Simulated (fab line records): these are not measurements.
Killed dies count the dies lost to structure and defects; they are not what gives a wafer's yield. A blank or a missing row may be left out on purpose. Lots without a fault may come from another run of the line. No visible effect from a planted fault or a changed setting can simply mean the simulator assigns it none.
A lot that was struck, set against a sound lot    flow nandHarc    14 out of 1159 route steps
Sound: wafers L965.2, L965.4, L965.6. Struck: wafer L973.1. (L973.2, L973.4 of the same lot were not struck and are left out.) The cause comes at the end.
At each step with rows: each side's tool, then ch and its chambers, then its first start. Under that, the readings that differ: sound wafers    struck wafers    difference of the means    sigmas: that difference in standard deviations of wafers without a fault.
alike: readings whose means differ by less than 2 such deviations, and words and numbers that are the same on both sides. not compared: withheld readings, readings that some wafer has no value for, bounds like >300 that may hide the same value, and numbers for which the record gives no deviation and whose values overlap.
A row with sigmas, a row that says differs or no value, or rows on one side alone: a step with any of these is where the two part. When numbers do not overlap yet have no deviation, they are printed without sigmas and do not part them. A reading that every wafer of one side lacks parts them only if that side has two wafers or more.

first, 6 steps without rows for these wafers: NHARC_A_CONTACT_COAT_02 (resist thk 90 nm); NHARC_A_CONTACT_SOFTBAKE_03 (time 55 s); NHARC_A_CONTACT_EBR_04; NHARC_A_CONTACT_EXPOSE_05 (exposes mask A CC); NHARC_A_CONTACT_PEB_06 (peb time 65 s); NHARC_A_CONTACT_DEVELOP_07 (develop time 35 s).
NHARC_A_CONTACT_CD_MEAS_08 targets a cd of 100 nm.
  sound on cdSem-02 ch 0, day 17 01:42; struck on cdSem-02 ch 0, day 19 19:32
  alike: cdNm
NHARC_A_CONTACT_OVL_MEAS_09:
  sound on overlay-01, day 17 01:47; struck on overlay-01, day 19 19:38
  alike: overlayXNm, overlayYNm
NHARC_A_CONTACT_INSPECT_10:
  sound on defectInspect-02, day 17 01:49; struck on defectInspect-01, day 19 19:40
  alike: rawDefectCount
NHARC_A_CONTACT_DESCUM_13: chemistry O2, time 3 s.
  sound on rieDiel-03 ch 1,3, day 17 02:01; struck on rieDiel-01 ch 1, day 19 19:44
  alike: drypumpMotorCurrentA, oesProductAu, rfVppV, showerheadPlenumPTorr, throttleValvePct
  not compared: rfHoursCounterH
NHARC_A_CONTACT_ETCH_88: etches the open film in CF4, target depth 39 nm, time 65 s.
  sound on rieDiel-03 ch 1,3, day 17 02:23; struck on rieDiel-01 ch 1, day 19 19:49
  alike: biasW, drypumpMotorCurrentA, oesProductAu, rfVppV, showerheadPlenumPTorr, throttleValvePct
  not compared: rfHoursCounterH
NHARC_A_CONTACT_ETCH_89: etches the open film in N2/H2, target depth 260 nm, time 475.3 s.
  sound on rieDiel-03 ch 1,2; struck on rieDiel-01 ch 1
reading                   sound              struck  difference  sigmas
biasW (W)                 151.0 149.9 151.0  149.0   -1.6        -4
drypumpMotorCurrentA (A)  4.7 5.2 4.7        6.0     +1.1        +2
  alike: oesProductAu, rfVppV, showerheadPlenumPTorr, throttleValvePct
  not compared: rfHoursCounterH
NHARC_A_CONTACT_ETCH_30: etches the open film in CF4/CHF3, target depth 60.5 nm, time 30.2 s.
  sound on rieDiel-03 ch 1,3, day 17 03:25; struck on rieDiel-01 ch 0, day 19 20:16
reading              sound              struck  difference  sigmas
oesProductAu (a.u.)  0.938 0.935 0.917  0.796   -0.134      -8
  alike: biasW, drypumpMotorCurrentA, rfVppV, showerheadPlenumPTorr, throttleValvePct
  not compared: rfHoursCounterH
NHARC_A_CONTACT_ETCH_31: etches the open film in O2/COS, target depth 2000 nm, time 520 s.
  sound on rieDiel-03 ch 1,2; struck on rieDiel-01 ch 1
reading                       sound           struck  difference  sigmas
drypumpMotorCurrentA (A)      4.7 5.2 4.7     6.1     +1.2        +3
showerheadPlenumPTorr (Torr)  3.24 3.31 3.24  2.96    -0.30       -2
  alike: biasW, oesProductAu, rfVppV, throttleValvePct
  not compared: rfHoursCounterH

## WHERE THEY PART
Last at NHARC_A_CONTACT_ETCH_31 as far as this record goes, first at NHARC_A_CONTACT_ETCH_89.

WHY: the cause the simulator had injected
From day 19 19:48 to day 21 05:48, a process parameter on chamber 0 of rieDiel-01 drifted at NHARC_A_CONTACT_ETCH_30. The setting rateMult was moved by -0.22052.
